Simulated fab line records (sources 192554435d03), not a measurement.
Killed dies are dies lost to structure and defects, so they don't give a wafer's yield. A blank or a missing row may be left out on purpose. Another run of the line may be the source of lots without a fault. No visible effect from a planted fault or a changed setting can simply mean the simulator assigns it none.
What tool caused it? | flow n5-finfet | 20 lots, 60 wafers sampled, at 6 steps of a route of 1938

== WHAT THE GAUGES SHOWED, per wafer ==
The record lacks any reading of a measuring or inspecting step that a usual standard deviation could be used to judge.

== EACH LOT AND THE TOOL THAT RAN IT (in order: tool; ch and the chambers of the sampled wafers; start) ==
lot  | N5_BEOL_M5_DESCUM_16               | N5_BEOL_M5_DESCUM_33               | N5_BEOL_M5_ETCH_67                 | N5_BEOL_M5_ETCH_68                 | N5_BEOL_M5_VIA_ETCH_34             | N5_BEOL_M5_PRE_CLEAN_45
L074 | rie-diel-06 ch 0,2,3, day 8 07:48  | rie-diel-06 ch 0,3, day 8 09:52    | rie-diel-06 ch 0,3, day 8 09:56    | rie-diel-06 ch 0,3, day 8 09:57    | rie-diel-06 ch 0,3, day 8 10:03    | pvd-sputter-01, day 8 11:31
L077 | rie-diel-05 ch 0,1, day 8 14:52    | rie-diel-01 ch 0,1,2, day 8 16:52  | rie-diel-01 ch 0,1,2, day 8 16:55  | rie-diel-01 ch 0,1,2, day 8 16:56  | rie-diel-01 ch 0,1,2, day 8 17:02  | pvd-sputter-02, day 8 18:18
L076 | rie-diel-06 ch 2,3, day 8 15:06    | rie-diel-01 ch 1,2,3, day 8 16:29  | rie-diel-01 ch 1,2,3, day 8 16:32  | rie-diel-01 ch 1,2,3, day 8 16:34  | rie-diel-01 ch 1,2,3, day 8 16:40  | pvd-sputter-03, day 8 18:13
L079 | rie-diel-05 ch 2,3, day 9 13:51    | rie-diel-05 ch 0,2, day 9 15:48    | rie-diel-05 ch 0,2, day 9 15:51    | rie-diel-05 ch 0,2, day 9 15:53    | rie-diel-05 ch 0,2, day 9 15:59    | pvd-sputter-03, day 9 17:47
L081 | rie-diel-06 ch 1,2,3, day 9 20:45  | rie-diel-06 ch 1,2,3, day 9 21:57  | rie-diel-06 ch 1,2,3, day 9 22:01  | rie-diel-06 ch 1,2,3, day 9 22:02  | rie-diel-06 ch 1,2,3, day 9 22:08  | pvd-sputter-03, day 10 01:37
L082 | rie-diel-05 ch 0,1,2, day 10 02:40 | rie-diel-01 ch 0,1,3, day 10 05:54 | rie-diel-01 ch 0,1,3, day 10 05:57 | rie-diel-01 ch 0,1,3, day 10 05:59 | rie-diel-01 ch 0,1,3, day 10 06:05 | pvd-sputter-02, day 10 06:59
L080 | rie-diel-01 ch 0,1,2, day 10 06:31 | rie-diel-01 ch 1,2,3, day 10 09:14 | rie-diel-01 ch 1,2,3, day 10 09:17 | rie-diel-01 ch 1,2,3, day 10 09:19 | rie-diel-01 ch 1,2,3, day 10 09:25 | pvd-sputter-02, day 10 10:41
L086 | rie-diel-06 ch 0,2,3, day 11 00:02 | rie-diel-06 ch 0,2,3, day 11 02:48 | rie-diel-06 ch 0,2,3, day 11 02:52 | rie-diel-06 ch 0,2,3, day 11 02:53 | rie-diel-06 ch 0,2,3, day 11 02:59 | pvd-sputter-01, day 11 03:51
L084 | rie-diel-01 ch 0,2, day 11 04:04   | rie-diel-01 ch 0,2, day 11 05:29   | rie-diel-01 ch 0,2, day 11 05:32   | rie-diel-01 ch 0,2, day 11 05:34   | rie-diel-01 ch 0,2, day 11 05:40   | pvd-sputter-01, day 11 06:34
L085 | rie-diel-01 ch 0,2, day 11 04:20   | rie-diel-06 ch 2,3, day 11 05:44   | rie-diel-06 ch 2,3, day 11 05:47   | rie-diel-06 ch 2,3, day 11 05:49   | rie-diel-06 ch 2,3, day 11 05:55   | pvd-sputter-03, day 11 07:08
L088 | rie-diel-01 ch 2,3, day 11 12:26   | rie-diel-06 ch 0,2, day 11 15:02   | rie-diel-06 ch 0,2, day 11 15:05   | rie-diel-06 ch 0,2, day 11 15:07   | rie-diel-06 ch 0,2, day 11 15:13   | pvd-sputter-03, day 11 16:25
L089 | rie-diel-06 ch 0,2,3, day 12 00:07 | rie-diel-05 ch 0,2,3, day 12 01:22 | rie-diel-05 ch 0,2,3, day 12 01:26 | rie-diel-05 ch 0,2,3, day 12 01:27 | rie-diel-05 ch 0,2,3, day 12 01:33 | pvd-sputter-03, day 12 03:09
L090 | rie-diel-01 ch 0,1,3, day 12 02:34 | rie-diel-01 ch 0,1,3, day 12 03:55 | rie-diel-01 ch 0,1,3, day 12 03:59 | rie-diel-01 ch 0,1,3, day 12 04:00 | rie-diel-01 ch 0,1,3, day 12 04:06 | pvd-sputter-03, day 12 05:12
L092 | rie-diel-01 ch 0,1,3, day 12 10:08 | rie-diel-05 ch 2,3, day 12 14:37   | rie-diel-05 ch 2,3, day 12 14:40   | rie-diel-05 ch 2,3, day 12 14:41   | rie-diel-05 ch 2,3, day 12 14:47   | pvd-sputter-02, day 12 15:35
L091 | rie-diel-01 ch 0,2,3, day 13 00:40 | rie-diel-06 ch 0,1,2, day 13 02:18 | rie-diel-06 ch 0,1,2, day 13 02:22 | rie-diel-06 ch 0,1,2, day 13 02:23 | rie-diel-06 ch 0,1,2, day 13 02:29 | pvd-sputter-01, day 13 03:38
L093 | rie-diel-06 ch 2,3, day 13 01:44   | rie-diel-01 ch 1,2, day 13 03:39   | rie-diel-01 ch 1,2, day 13 03:42   | rie-diel-01 ch 1,2, day 13 03:44   | rie-diel-01 ch 1,2, day 13 03:50   | pvd-sputter-03, day 13 04:43
L094 | rie-diel-05 ch 0,1, day 13 04:20   | rie-diel-06 ch 0,1, day 13 06:27   | rie-diel-06 ch 0,1, day 13 06:30   | rie-diel-06 ch 0,1, day 13 06:32   | rie-diel-06 ch 0,1, day 13 06:38   | pvd-sputter-01, day 13 08:09
L095 | rie-diel-06 ch 0,2, day 13 15:17   | rie-diel-05 ch 0,1, day 13 16:16   | rie-diel-05 ch 0,1, day 13 16:19   | rie-diel-05 ch 0,1, day 13 16:20   | rie-diel-05 ch 0,1, day 13 16:26   | pvd-sputter-01, day 13 17:18
L096 | rie-diel-06 ch 1,2,3, day 13 18:25 | rie-diel-05 ch 1,2, day 13 19:57   | rie-diel-05 ch 1,2, day 13 20:00   | rie-diel-05 ch 1,2, day 13 20:01   | rie-diel-05 ch 1,2, day 13 20:08   | pvd-sputter-01, day 13 21:08
L097 | rie-diel-01 ch 0,1,2, day 14 13:04 | rie-diel-06 ch 0,1,2, day 14 16:09 | rie-diel-06 ch 0,1,2, day 14 16:13 | rie-diel-06 ch 0,1,2, day 14 16:14 | rie-diel-06 ch 0,1,2, day 14 16:20 | pvd-sputter-02, day 14 17:19
- N5_BEOL_M5_DESCUM_16: chemistry O2, time 7 s.
- N5_BEOL_M5_DESCUM_33: chemistry O2, time 7 s.
- N5_BEOL_M5_ETCH_67: etches SiARC in CF4, target depth 15.6 nm, time 26 s.
- N5_BEOL_M5_ETCH_68: etches SOC in N2/H2, target depth 80 nm, overetch 16 nm, time 120 s.
- N5_BEOL_M5_VIA_ETCH_34: etches SiCOH lowk in C4F6/O2, target depth 88.3 nm, time 39.2 s.
- N5_BEOL_M5_PRE_CLEAN_45: time 30 s.

== WHAT THE TOOLS THEMSELVES READ (means of the sampled wafers that have a number; where no wafer has one, the mark that the record gives instead) ==
N5_BEOL_M5_DESCUM_16.
lot  | tool        | drypump-motor-current-A (A) | oes-product-au (a.u.) | rf-vpp-V (V) | showerhead-plenum-p-Torr (Torr) | throttle-valve-pct (%)
L074 | rie-diel-06 | 5.6                         | 0.77                  | 243.2        | 2.09                            | 20.43
L077 | rie-diel-05 | 5.8                         | 0.78                  | 244.8        | 2.16                            | 20.27
L076 | rie-diel-06 | 5.5                         | 0.76                  | 242.6        | 2.07                            | 20.52
L079 | rie-diel-05 | 5.6                         | 0.79                  | 244.0        | 2.10                            | 20.43
L081 | rie-diel-06 | 5.4                         | 0.82                  | 243.3        | 2.08                            | 20.35
L082 | rie-diel-05 | 5.7                         | 0.80                  | 243.0        | 2.13                            | 20.29
L080 | rie-diel-01 | 5.8                         | 0.73                  | 243.7        | 2.13                            | 20.65
L086 | rie-diel-06 | 5.6                         | 0.74                  | 243.0        | 2.08                            | 20.46
L084 | rie-diel-01 | 5.6                         | 0.72                  | 242.1        | 2.10                            | 20.48
L085 | rie-diel-01 | 5.6                         | 0.73                  | 242.8        | 2.10                            | 20.48
L088 | rie-diel-01 | 5.4                         | 0.68                  | 243.6        | 2.09                            | 20.33
L089 | rie-diel-06 | 5.6                         | 0.74                  | 243.3        | 2.08                            | 20.47
L090 | rie-diel-01 | 6.0                         | 0.84                  | 244.4        | 2.15                            | 20.44
L092 | rie-diel-01 | 6.0                         | 0.84                  | 243.9        | 2.15                            | 20.44
L091 | rie-diel-01 | 5.7                         | 0.84                  | 242.6        | 2.12                            | 20.31
L093 | rie-diel-06 | 5.5                         | 0.72                  | 242.5        | 2.06                            | 20.58
L094 | rie-diel-05 | 5.7                         | 0.74                  | 244.2        | 2.15                            | 20.32
L095 | rie-diel-06 | 5.7                         | 0.69                  | 243.8        | 2.11                            | 20.45
L096 | rie-diel-06 | 5.4                         | 0.79                  | 242.6        | 2.07                            | 20.39
L097 | rie-diel-01 | 5.8                         | 0.87                  | 243.1        | 2.12                            | 20.50

N5_BEOL_M5_DESCUM_33.
lot  | tool        | drypump-motor-current-A (A) | oes-product-au (a.u.) | rf-vpp-V (V) | showerhead-plenum-p-Torr (Torr) | throttle-valve-pct (%)
L074 | rie-diel-06 | 5.66                        | 0.76                  | 243.5        | 2.10                            | 20.33
L077 | rie-diel-01 | 5.77                        | 0.75                  | 244.1        | 2.14                            | 20.64
L076 | rie-diel-01 | 5.66                        | 0.71                  | 243.6        | 2.13                            | 20.48
L079 | rie-diel-05 | 5.90                        | 0.78                  | 243.0        | 2.16                            | 20.30
L081 | rie-diel-06 | 5.38                        | 0.82                  | 243.0        | 2.08                            | 20.35
L082 | rie-diel-01 | 5.95                        | 0.76                  | 243.9        | 2.16                            | 20.54
L080 | rie-diel-01 | 5.66                        | 0.69                  | 243.1        | 2.13                            | 20.50
L086 | rie-diel-06 | 5.56                        | 0.74                  | 242.8        | 2.08                            | 20.46
L084 | rie-diel-01 | 5.54                        | 0.73                  | 243.6        | 2.10                            | 20.48
L085 | rie-diel-06 | 5.40                        | 0.78                  | 241.4        | 2.04                            | 20.49
L088 | rie-diel-06 | 5.66                        | 0.70                  | 243.5        | 2.10                            | 20.52
L089 | rie-diel-05 | 5.72                        | 0.74                  | 243.3        | 2.11                            | 20.46
L090 | rie-diel-01 | 5.91                        | 0.84                  | 243.4        | 2.15                            | 20.44
L092 | rie-diel-05 | 5.54                        | 0.71                  | 243.6        | 2.07                            | 20.60
L091 | rie-diel-06 | 5.56                        | 0.76                  | 244.1        | 2.11                            | 20.35
L093 | rie-diel-01 | 5.71                        | 0.94                  | 243.2        | 2.14                            | 20.50
L094 | rie-diel-06 | 5.65                        | 0.77                  | 245.0        | 2.13                            | 20.25
L095 | rie-diel-05 | 5.53                        | 0.75                  | 243.2        | 2.12                            | 20.30
L096 | rie-diel-05 | 5.37                        | 0.78                  | 243.1        | 2.10                            | 20.31
L097 | rie-diel-06 | 5.56                        | 0.74                  | 243.0        | 2.11                            | 20.36

N5_BEOL_M5_ETCH_67.
lot  | tool        | drypump-motor-current-A (A) | etch-rf-on-time-s (s) | oes-product-au (a.u.) | rf-vpp-V (V) | showerhead-plenum-p-Torr (Torr) | throttle-valve-pct (%)
L074 | rie-diel-06 | 5.68                        | 26.7                  | 0.65                  | 184.5        | 2.18                            | 15.63
L077 | rie-diel-01 | 5.77                        | 26.0                  | 0.65                  | 184.5        | 2.17                            | 15.72
L076 | rie-diel-01 | 5.65                        | 25.8                  | 0.61                  | 185.2        | 2.18                            | 15.70
L079 | rie-diel-05 | 5.87                        | 25.9                  | 0.66                  | 184.4        | 2.21                            | 15.55
L081 | rie-diel-06 | 5.38                        | 26.2                  | 0.70                  | 184.2        | 2.14                            | 15.57
L082 | rie-diel-01 | 5.92                        | 26.3                  | 0.65                  | 183.9        | 2.19                            | 15.68
L080 | rie-diel-01 | 5.65                        | 26.0                  | 0.60                  | 184.9        | 2.17                            | 15.72
L086 | rie-diel-06 | 5.53                        | 26.4                  | 0.63                  | 182.8        | 2.14                            | 15.71
L084 | rie-diel-01 | 5.55                        | 25.9                  | 0.62                  | 184.3        | 2.13                            | 15.64
L085 | rie-diel-06 | 5.39                        | 25.4                  | 0.67                  | 182.8        | 2.09                            | 15.68
L088 | rie-diel-06 | 5.64                        | 26.5                  | 0.60                  | 183.5        | 2.15                            | 15.79
L089 | rie-diel-05 | 5.70                        | 26.0                  | 0.63                  | 184.2        | 2.17                            | 15.70
L090 | rie-diel-01 | 5.92                        | 26.2                  | 0.72                  | 184.6        | 2.19                            | 15.54
L092 | rie-diel-05 | 5.54                        | 26.4                  | 0.62                  | 183.7        | 2.13                            | 15.83
L091 | rie-diel-06 | 5.56                        | 26.5                  | 0.65                  | 185.3        | 2.18                            | 15.64
L093 | rie-diel-01 | 5.72                        | 25.7                  | 0.81                  | 184.2        | 2.16                            | 15.46
L094 | rie-diel-06 | 5.65                        | 27.0                  | 0.65                  | 184.8        | 2.21                            | 15.61
L095 | rie-diel-05 | 5.52                        | 25.3                  | 0.66                  | 184.7        | 2.17                            | 15.47
L096 | rie-diel-05 | 5.36                        | 25.5                  | 0.68                  | 184.4        | 2.15                            | 15.48
L097 | rie-diel-06 | 5.54                        | 27.2                  | 0.63                  | 184.2        | 2.17                            | 15.67

N5_BEOL_M5_ETCH_68.
lot  | tool        | drypump-motor-current-A (A) | h2-flow-sccm (sccm) | oes-product-au (a.u.) | rf-vpp-V (V) | showerhead-plenum-p-Torr (Torr) | throttle-valve-pct (%)
L074 | rie-diel-06 | 5.66                        | 199.6               | 0.59                  | 525.4        | 2.59                            | 17.94
L077 | rie-diel-01 | 5.79                        | 200.6               | 0.59                  | 525.4        | 2.58                            | 18.04
L076 | rie-diel-01 | 5.67                        | 198.9               | 0.54                  | 525.8        | 2.59                            | 17.93
L079 | rie-diel-05 | 5.88                        | 200.1               | 0.59                  | 525.6        | 2.62                            | 17.84
L081 | rie-diel-06 | 5.39                        | 200.3               | 0.63                  | 524.1        | 2.53                            | 17.74
L082 | rie-diel-01 | 5.92                        | 200.1               | 0.59                  | 525.9        | 2.62                            | 17.99
L080 | rie-diel-01 | 5.66                        | 200.2               | 0.54                  | 525.8        | 2.58                            | 17.96
L086 | rie-diel-06 | 5.57                        | 200.4               | 0.57                  | 524.0        | 2.54                            | 17.98
L084 | rie-diel-01 | 5.53                        | 201.0               | 0.56                  | 524.1        | 2.53                            | 17.89
L085 | rie-diel-06 | 5.40                        | 199.7               | 0.59                  | 522.0        | 2.49                            | 17.98
L088 | rie-diel-06 | 5.65                        | 200.3               | 0.54                  | 524.0        | 2.56                            | 17.98
L089 | rie-diel-05 | 5.73                        | 200.2               | 0.57                  | 525.1        | 2.57                            | 17.91
L090 | rie-diel-01 | 5.94                        | 199.2               | 0.65                  | 525.8        | 2.61                            | 17.87
L092 | rie-diel-05 | 5.56                        | 200.0               | 0.56                  | 522.7        | 2.52                            | 17.96
L091 | rie-diel-06 | 5.56                        | 199.9               | 0.59                  | 525.5        | 2.58                            | 17.78
L093 | rie-diel-01 | 5.74                        | 200.1               | 0.72                  | 524.5        | 2.57                            | 17.83
L094 | rie-diel-06 | 5.68                        | 200.4               | 0.59                  | 526.3        | 2.61                            | 17.77
L095 | rie-diel-05 | 5.51                        | 200.3               | 0.58                  | 525.1        | 2.59                            | 17.78
L096 | rie-diel-05 | 5.39                        | 200.7               | 0.60                  | 524.9        | 2.57                            | 17.84
L097 | rie-diel-06 | 5.57                        | 200.5               | 0.58                  | 525.4        | 2.57                            | 17.79

N5_BEOL_M5_VIA_ETCH_34.
lot  | tool        | drypump-motor-current-A (A) | oes-product-au (a.u.) | rf-vpp-V (V) | showerhead-plenum-p-Torr (Torr) | throttle-valve-pct (%)
L074 | rie-diel-06 | 5.65                        | 0.76                  | 659          | 2.89                            | 20.90
L077 | rie-diel-01 | 5.78                        | 0.76                  | 665          | 2.87                            | 20.89
L076 | rie-diel-01 | 5.66                        | 0.70                  | 672          | 2.89                            | 20.88
L079 | rie-diel-05 | 5.89                        | 0.78                  | 673          | 2.95                            | 20.89
L081 | rie-diel-06 | 5.38                        | 0.82                  | 655          | 2.84                            | 20.84
L082 | rie-diel-01 | 5.94                        | 0.76                  | 668          | 2.90                            | 20.84
L080 | rie-diel-01 | 5.65                        | 0.69                  | 673          | 2.88                            | 20.90
L086 | rie-diel-06 | 5.58                        | 0.73                  | 655          | 2.84                            | 20.97
L084 | rie-diel-01 | 5.53                        | 0.73                  | 662          | 2.83                            | 20.83
L085 | rie-diel-06 | 5.41                        | 0.78                  | 654          | 2.78                            | 20.95
L088 | rie-diel-06 | 5.65                        | 0.70                  | 653          | 2.86                            | 21.02
L089 | rie-diel-05 | 5.71                        | 0.74                  | 671          | 2.89                            | 20.98
L090 | rie-diel-01 | 5.93                        | 0.84                  | 669          | 2.89                            | 20.75
L092 | rie-diel-05 | 5.55                        | 0.73                  | 667          | 2.83                            | 21.06
L091 | rie-diel-06 | 5.55                        | 0.76                  | 656          | 2.89                            | 20.90
L093 | rie-diel-01 | 5.72                        | 0.95                  | 669          | 2.86                            | 20.76
L094 | rie-diel-06 | 5.66                        | 0.76                  | 660          | 2.93                            | 20.86
L095 | rie-diel-05 | 5.53                        | 0.76                  | 678          | 2.88                            | 20.67
L096 | rie-diel-05 | 5.38                        | 0.78                  | 680          | 2.85                            | 20.67
L097 | rie-diel-06 | 5.56                        | 0.74                  | 656          | 2.89                            | 20.91

N5_BEOL_M5_PRE_CLEAN_45.
lot  | tool           | heater-power-w (W)
L074 | pvd-sputter-01 | 304
L077 | pvd-sputter-02 | 357
L076 | pvd-sputter-03 | 372
L079 | pvd-sputter-03 | 376
L081 | pvd-sputter-03 | 400
L082 | pvd-sputter-02 | 329
L080 | pvd-sputter-02 | 333
L086 | pvd-sputter-01 | 307
L084 | pvd-sputter-01 | 307
L085 | pvd-sputter-03 | 399
L088 | pvd-sputter-03 | 400
L089 | pvd-sputter-03 | 329
L090 | pvd-sputter-03 | 355
L092 | pvd-sputter-02 | 363
L091 | pvd-sputter-01 | 293
L093 | pvd-sputter-03 | 334
L094 | pvd-sputter-01 | 296
L095 | pvd-sputter-01 | 278
L096 | pvd-sputter-01 | 286
L097 | pvd-sputter-02 | 332

== THE ANSWER, worked out from the rows above alone ==
Rule: what is usual is taken from the lots themselves. Put in order of their means at a reading, lots are off if they are a third of the lots or fewer, leave a main group of 4 or more, and stand apart from it by a gap of 3 or more times the standard deviation of the main group's means; of several such gaps the widest counts. A main group is skipped when, at the precision printed for the reading in the tables above, its means are all equal. Also off: a lot with no number at a reading for which 4 or more lots have one. The other lots that the step has rows for count as sound. Order of review: gauges by route order, followed by the tools' own readings, for which a lot's mean as printed above is used. At the first step where some lot is off, the reading lying furthest off is the one used; lots without a number count as furthest.
Nothing can be told from this: no lot is off at any reading shown.

== WHAT THE SIMULATOR HAD INSERTED ==
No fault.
